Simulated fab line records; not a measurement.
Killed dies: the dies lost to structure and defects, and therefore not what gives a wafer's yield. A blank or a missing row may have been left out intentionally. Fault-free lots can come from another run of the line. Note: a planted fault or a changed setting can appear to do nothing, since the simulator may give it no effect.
Matching of chambers | flow nand-harc | cmp-01 running NHARC_A_STAIRCASE_CMP_152: 4 sister chambers
The step polishes. 4 wafers are shown with their chamber, then 10 later ones without.

## WAFERS, EACH WITH ITS CHAMBER
wafer  | chamber | motor-current-A (A)
L080.6 | 0       | 13.8
L083.2 | 2       | 12.3
L087.1 | 3       | 10.4
L087.5 | 1       | 12.0

## WAFERS WITHOUT THEIR CHAMBER
wafer  | motor-current-A (A)
L087.6 | 12.0
L091.2 | 13.4
L091.3 | 12.8
L091.6 | 12.2
L094.1 | 11.9
L094.3 | 12.4
L094.6 | 13.1
L097.2 | 11.4
L097.4 | 12.2
L097.5 | 13.8

## EACH ONE'S CHAMBER
wafer  | from the rows above          | in truth
L087.6 | can't be placed: 1 or 2      | 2
L091.2 | can't be placed: 0 or 2      | 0
L091.3 | can't be placed: 2 or 1 or 0 | 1
L091.6 | can't be placed: 2 or 1      | 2
L094.1 | can't be placed: 1 or 2      | 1
L094.3 | can't be placed: 2 or 1      | 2
L094.6 | can't be placed: 0 or 2 or 1 | 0
L097.2 | can't be placed: 1 or 2 or 3 | 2
L097.4 | can't be placed: 2 or 1      | 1
L097.5 | 0                            | 0
Correct placement for 1 of the 10. Cannot be placed on the basis of these rows: 9; the candidates contain the true chamber in 9. Wrongly placed: 0.
How it was worked out, from the rows above alone: a wafer's distance from a chamber is the root of the sum, over the readings, of the square of ((its reading less the chamber's mean) divided by the reading's scatter). If the next closest chamber is less than 2 further off than the closest, the wafer can't be placed; otherwise it belongs to the closest. For every chamber, the mean is computed from those of its wafers that are shown. The scatter: with one shown wafer a chamber, the root of the mean of the squares of how far each hidden wafer lies from its nearest shown one.
